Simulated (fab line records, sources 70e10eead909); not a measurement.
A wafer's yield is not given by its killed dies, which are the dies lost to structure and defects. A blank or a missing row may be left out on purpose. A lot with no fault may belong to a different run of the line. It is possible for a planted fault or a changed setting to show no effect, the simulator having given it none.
One fault seen from 2 desks    flow nandHarc    each desk holds nothing but its own numbers, with what lay behind them at the end

AT THE METROLOGY DESK
What the gauges read for every lot (on any tool): the sampled wafers with a number, averaged. Any lot whose mean is over 4 standard deviations away from the usual mean is out of limits and marked OUT; that distance is given in the brackets.
Columns: A = thkNm at NHARC_A_BONDPAD_THK_MEAS_20, usual 169.4 nm; B = cdNm at NHARC_THIN_TSV_CD_MEAS_12, usual 1002 nm; C = cdNm at NHARC_THIN_TSV_CD_MEAS_37, usual 5003 nm
lot   first seen here  A      B     C
L571  day 23 12:12     168.0  1003  5003
L573  day 24 18:42     168.1  1004  5005
L576  day 25 11:43     170.4  1000  5000
L575  day 25 20:01     168.1  1005  5005
L577  day 25 23:53     171.3  998   4997
L582  day 27 13:52     168.8  1007  5007
L585  day 28 23:40     168.7  1005  5004
L583  day 29 05:55     172.7  1005  5006
L589  day 31 05:44     170.7  1002  5004
L590  day 31 14:34     167.6  999   5000
L591  day 31 22:49     168.0  999   4990
L593  day 32 17:00     169.4  1001  5002
This desk's finding: nothing out of limits on any of the 12 lots.

DESK OF THE TOOL OWNER: rieMetal-01
The tool's own readings at NHARC_THIN_TSV_ETCH_59 (etches the open film in Cl2/BCl3, target depth 880 nm, time 138.1 s): means of the sampled wafers that have a number, for each lot that ran on this tool. Any lot whose mean is over 4 standard deviations away from the usual mean is out of limits and marked OUT; that distance is given in the brackets.
Columns: A = biasW at NHARC_THIN_TSV_ETCH_59, usual 100.0 W; B = drypumpMotorCurrentA at NHARC_THIN_TSV_ETCH_59, usual 5.7 A; C = heBacksideLeakSccm at NHARC_THIN_TSV_ETCH_59, usual 3.4 sccm; D = oesProductAu at NHARC_THIN_TSV_ETCH_59, usual 0.993 a.u.; E = throttleValvePct at NHARC_THIN_TSV_ETCH_59, usual 22.265 %
lot   first seen here  A      B    C    D                E
L571  day 24 07:16     99.4   5.7  3.4  0.987            22.260
L576  day 26 07:38     99.8   5.7  3.5  0.979            22.268
L585  day 29 17:08     99.9   5.6  3.8  0.990            22.267
L591  day 32 18:40     100.5  5.7  3.7  1.163 (+11) OUT  22.259
Finding of this desk: L591 out of limits; the first was L591 at day 32 18:40, on oesProductAu at NHARC_THIN_TSV_ETCH_59. Within limits: L571, L576, L585.

ALL TOGETHER
On L591, at day 32 18:40, an alarm was possible from the tool owner's desk.
The metrology desk saw nothing out of limits.
The metrology desk holds a record of L591, inside its limits.
Of the lots named, all ran NHARC_THIN_TSV_ETCH_59 on rieMetal-01.

WHAT HAD BEEN PUT IN BY THE SIMULATOR
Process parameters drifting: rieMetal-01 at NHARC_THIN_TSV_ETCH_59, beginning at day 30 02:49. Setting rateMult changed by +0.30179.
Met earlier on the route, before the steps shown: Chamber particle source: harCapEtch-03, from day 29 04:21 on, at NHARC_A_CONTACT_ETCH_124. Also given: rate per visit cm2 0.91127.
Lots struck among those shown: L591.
Time in hours from fault onset to the first out-of-limits reading at each desk: the tool owner's desk, 64.
